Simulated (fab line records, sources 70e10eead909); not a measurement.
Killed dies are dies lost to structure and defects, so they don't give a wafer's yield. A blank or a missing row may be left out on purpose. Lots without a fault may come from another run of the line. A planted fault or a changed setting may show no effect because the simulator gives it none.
Chamber matching | flow nand_harc | NHARC_A_CHANNEL_FILL_D2_ETCHBACK_20 on rie_diel-08: 4 sister chambers
The step etches the open film in C4F8/O2/Ar, target depth 27 nm, time 13.5 s. 8 wafers are shown with their chamber, then 12 later ones without.

WAFERS WITH THEIR CHAMBER
wafer  | chamber | rf_vpp_V (V) | oes_product_au (a.u.)
L083.3 | 3       | 975          | 1.018
L085.6 | 2       | 984          | 1.004
L089.2 | 0       | 970          | 0.998
L089.5 | 2       | 984          | 1.016
L089.6 | 1       | 982          | 0.982
L090.2 | 1       | 983          | 0.975
L090.5 | 3       | 974          | 1.006
L090.6 | 0       | 971          | 0.992

WAFERS WITHOUT THEIR CHAMBER
wafer  | rf_vpp_V (V) | oes_product_au (a.u.)
L092.1 | 973          | 1.017
L092.2 | 985          | 0.993
L092.4 | 971          | 1.004
L093.1 | 982          | 0.920
L093.4 | 986          | 0.926
L093.6 | 971          | 0.923
L095.2 | 985          | 0.976
L095.5 | 981          | 0.964
L095.6 | 985          | 0.986
L097.1 | 985          | 0.999
L097.2 | 969          | 1.016
L097.5 | 983          | 0.993

WHICH CHAMBER EACH WENT THROUGH
wafer  | from the rows above     | in truth
L092.1 | 3                       | 3
L092.2 | can't be placed: 2 or 1 | 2
L092.4 | 0                       | 0
L093.1 | 1                       | 1
L093.4 | 1                       | 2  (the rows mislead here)
L093.6 | 0                       | 0
L095.2 | can't be placed: 1 or 2 | 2
L095.5 | 1                       | 1
L095.6 | can't be placed: 2 or 1 | 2
L097.1 | 2                       | 2
L097.2 | 0                       | 0
L097.5 | can't be placed: 1 or 2 | 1
Placed correctly: 7 of 12. Can't be placed from these rows: 4 (the true chamber is among the candidates in 4). Placed wrongly: 1.
How it was worked out, from the rows above alone: a wafer's distance from a chamber is the root of the sum, over the readings, of the square of ((its reading less the chamber's mean) divided by the reading's scatter). The wafer belongs to the nearest chamber; if the next one is less than 2 further off, it can't be placed. A chamber's mean is the mean of its shown wafers. The scatter: the root of (the sum of the squares of (reading less its chamber's mean) over the shown wafers, divided by (wafers less chambers)).
